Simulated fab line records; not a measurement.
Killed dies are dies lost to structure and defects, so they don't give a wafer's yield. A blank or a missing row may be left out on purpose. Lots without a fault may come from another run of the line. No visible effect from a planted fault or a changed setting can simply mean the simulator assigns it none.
Matching of chambers + flow n5 finfet + N5_BEOL_M1_PRE_CLEAN_60 on cvd co-02 has 3 sister chambers
The step time 15 s. 3 wafers are shown with their chamber, then 12 later ones without.

== WAFERS WITH THEIR CHAMBER ==
| wafer  | chamber | heater power w (W) |
|--------|---------|--------------------|
| L091.4 | 0       | 75                 |
| L091.5 | 2       | 69                 |
| L091.6 | 1       | 96                 |

== WAFERS WHOSE CHAMBER IS MISSING ==
| wafer  | heater power w (W) |
|--------|--------------------|
| L094.1 | 96                 |
| L094.3 | 68                 |
| L094.5 | 95                 |
| L096.3 | 96                 |
| L096.5 | 77                 |
| L096.6 | 95                 |
| L095.3 | 69                 |
| L095.4 | 95                 |
| L095.5 | 68                 |
| L097.1 | 97                 |
| L097.2 | 68                 |
| L097.6 | 98                 |

== WHICH CHAMBER EACH WENT THROUGH ==
| wafer  | from the rows above | in truth |
|--------|---------------------|----------|
| L094.1 | 1                   | 1        |
| L094.3 | 2                   | 2        |
| L094.5 | 1                   | 1        |
| L096.3 | 1                   | 1        |
| L096.5 | 0                   | 0        |
| L096.6 | 1                   | 1        |
| L095.3 | 2                   | 2        |
| L095.4 | 1                   | 1        |
| L095.5 | 2                   | 2        |
| L097.1 | 1                   | 1        |
| L097.2 | 2                   | 2        |
| L097.6 | 1                   | 1        |
Correctly placed: 12 of 12. From these rows, 0 cannot be placed. 0 placed wrongly.
How it was worked out, from the rows above alone: a wafer's distance from a chamber is the root of the sum, over the readings, of the square of ((its reading less the chamber's mean) divided by the reading's scatter). The wafer belongs to the nearest chamber; if the next one is less than 2 further off, it can't be placed. For every chamber, the mean is computed from those of its wafers that are shown. The scatter: with one shown wafer a chamber, the root of the mean of the squares of how far each hidden wafer lies from its nearest shown one.
